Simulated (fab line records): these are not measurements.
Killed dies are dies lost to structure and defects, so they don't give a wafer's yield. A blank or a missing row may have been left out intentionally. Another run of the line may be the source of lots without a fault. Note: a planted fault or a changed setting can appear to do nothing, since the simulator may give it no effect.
Which tool was responsible? | flow n5 finfet | 24 lots with 72 wafers sampled at 3 steps, on a route of 1938 steps

WHAT THE GAUGES READ, wafer by wafer
N5_MOL_CONTACT_COAG_CD_MEAS_101: target cd 16 nm. Usual: cd nm reads 16.00 nm (standard deviation 0.3).
lot  | measured     | on        | cd nm (nm)        | flag
L074 | day 5 02:42  | cd sem-02 | 16.51 16.02 15.81 |
L075 | day 5 07:37  | cd sem-01 | 16.05 15.90 15.74 |
L076 | day 5 17:11  | cd sem-03 | 15.65 15.83 15.81 |
L077 | day 6 00:29  | cd sem-03 | 16.00 15.68 15.91 |
L078 | day 6 10:12  | cd sem-02 | 15.67 16.09 16.15 |
L079 | day 6 13:46  | cd sem-01 | 15.80 15.65 16.00 |
L080 | day 6 19:51  | cd sem-02 | 15.73 16.26 15.53 |
L081 | day 7 02:33  | cd sem-02 | 16.12 16.41 16.10 |
L082 | day 7 08:46  | cd sem-02 | 16.15 16.48 16.00 |
L083 | day 7 09:54  | cd sem-01 | 15.99 15.85 16.00 |
L084 | day 7 20:14  | cd sem-01 | 16.36 15.43 16.43 |
L085 | day 8 02:59  | cd sem-02 | 15.91 15.84 15.95 |
L086 | day 8 10:38  | cd sem-03 | 15.82 16.33 16.28 |
L087 | day 8 13:10  | cd sem-03 | 16.13 16.36 16.01 |
L088 | day 8 22:03  | cd sem-01 | 16.54 16.35 16.38 |
L089 | day 9 02:07  | cd sem-02 | 15.83 15.99 15.86 |
L090 | day 9 06:17  | cd sem-02 | 15.86 16.03 16.08 |
L091 | day 9 13:01  | cd sem-03 | 16.36 15.91 15.68 |
L092 | day 9 19:52  | cd sem-02 | 15.79 15.80 16.16 |
L093 | day 10 00:56 | cd sem-01 | 15.43 16.10 16.04 |
L094 | day 10 04:20 | cd sem-01 | 16.16 15.99 16.57 |
L095 | day 10 11:28 | cd sem-03 | 15.44 15.74 15.76 |
L096 | day 10 23:58 | cd sem-03 | 16.05 15.84 15.47 |
L097 | day 11 09:39 | cd sem-01 | 15.85 15.87 15.77 |

N5_BEOL_M0_SAQP_THK_MEAS_05. Usual: thk nm reads 59.8 nm (standard deviation 0.65).
lot  | measured     | on            | thk nm (nm)    | flag
L074 | day 5 09:56  | film metro-02 | 58.9 60.1 60.1 |
L075 | day 5 13:21  | film metro-01 | 59.2 60.7 60.0 |
L076 | day 5 23:27  | film metro-01 | 58.6 59.4 59.4 |
L077 | day 6 05:02  | film metro-01 | 59.2 59.1 60.4 |
L078 | day 6 15:31  | film metro-02 | 59.9 60.3 59.3 |
L079 | day 6 20:17  | film metro-02 | 59.3 60.0 60.9 |
L080 | day 7 00:40  | film metro-02 | 60.5 61.7 60.1 |
L081 | day 7 07:40  | film metro-02 | 58.8 59.4 60.7 |
L082 | day 7 13:25  | film metro-01 | 59.0 60.5 60.1 |
L083 | day 7 16:50  | film metro-01 | 59.5 59.5 59.7 |
L084 | day 8 02:28  | film metro-01 | 59.2 60.1 59.3 |
L085 | day 8 07:31  | film metro-02 | 58.8 59.0 60.1 |
L086 | day 8 15:30  | film metro-02 | 59.4 59.0 60.0 |
L087 | day 8 20:00  | film metro-01 | 59.2 59.4 60.3 |
L088 | day 9 03:49  | film metro-01 | 59.0 60.4 60.4 |
L089 | day 9 07:15  | film metro-01 | 59.4 60.9 60.6 |
L090 | day 9 12:15  | film metro-01 | 59.6 59.0 60.7 |
L091 | day 9 18:05  | film metro-01 | 59.3 60.8 60.2 |
L092 | day 10 01:08 | film metro-02 | 59.7 59.5 60.4 |
L093 | day 10 05:29 | film metro-01 | 59.5 60.3 60.8 |
L094 | day 10 09:35 | film metro-02 | 58.7 59.3 59.3 |
L095 | day 10 16:17 | film metro-01 | 58.7 59.8 60.5 |
L096 | day 11 06:37 | film metro-01 | 59.7 60.5 60.5 |
L097 | day 11 17:04 | film metro-01 | 58.8 58.7 60.1 |

N5_BEOL_M0_SAQP_CD_MEAS_40: target cd 30 nm. Usual: cd nm reads 30.07 nm (standard deviation 0.23).
lot  | measured     | on        | cd nm (nm)        | flag
L074 | day 5 14:34  | cd sem-03 | 30.17 30.00 30.45 |
L075 | day 5 18:32  | cd sem-01 | 30.02 29.98 30.22 |
L076 | day 6 04:13  | cd sem-01 | 30.46 29.81 30.21 |
L077 | day 6 10:29  | cd sem-03 | 30.23 30.33 30.17 |
L078 | day 6 20:04  | cd sem-01 | 29.78 29.98 30.07 |
L079 | day 7 01:26  | cd sem-02 | 29.85 29.95 30.02 |
L080 | day 7 05:48  | cd sem-01 | 30.48 30.23 30.14 |
L081 | day 7 12:35  | cd sem-02 | 29.44 30.01 29.86 |
L082 | day 7 20:42  | cd sem-01 | 29.94 30.59 30.33 |
L083 | day 7 23:08  | cd sem-03 | 29.66 30.00 30.15 |
L084 | day 8 07:41  | cd sem-03 | 29.94 30.14 30.35 |
L085 | day 8 14:09  | cd sem-02 | 30.19 29.98 29.78 |
L086 | day 8 22:49  | cd sem-01 | 29.73 29.89 30.17 |
L087 | day 9 01:15  | cd sem-01 | 29.66 30.14 29.86 |
L088 | day 9 11:45  | cd sem-02 | 30.08 29.92 29.91 |
L089 | day 9 12:08  | cd sem-01 | 30.11 30.07 30.05 |
L090 | day 9 17:45  | cd sem-03 | 30.02 29.93 29.91 |
L091 | day 10 00:07 | cd sem-02 | 30.19 30.12 29.81 |
L092 | day 10 05:31 | cd sem-03 | 30.19 30.14 30.51 |
L093 | day 10 10:38 | cd sem-02 | 29.76 29.93 29.80 |
L094 | day 10 14:24 | cd sem-03 | 30.28 30.33 30.27 |
L095 | day 10 21:01 | cd sem-02 | 29.84 29.83 29.87 |
L096 | day 11 11:07 | cd sem-01 | 30.36 30.16 30.03 |
L097 | day 11 22:17 | cd sem-01 | 30.45 30.48 29.93 |

EACH LOT AND THE TOOL THAT RAN IT (in order: tool; ch and the chambers of the sampled wafers; start)
The record shows no process step preceding these readings.

WHAT THE TOOLS THEMSELVES READ (means of the sampled wafers that have a number; where no wafer has one, the mark that the record gives instead)
The record holds no such reading with a usual standard deviation.

THE ANSWER, worked out from the rows above alone
Rule: a lot is off if the mean of its wafers that have a number lies more than 3 standard deviations from the usual mean. A lot without any number at a reading at which 4 lots or more have one is off too. The other lots that the step has rows for count as sound. The gauges are gone through in route order, then the tools' own readings, and for those a lot's mean is taken as printed above. The first step at which some lot is off is used, and at that step the reading that is off furthest; a lot without a number counts as furthest.
Nothing can be told from this: no lot is off at any reading shown.

WHAT THE SIMULATOR PUT IN
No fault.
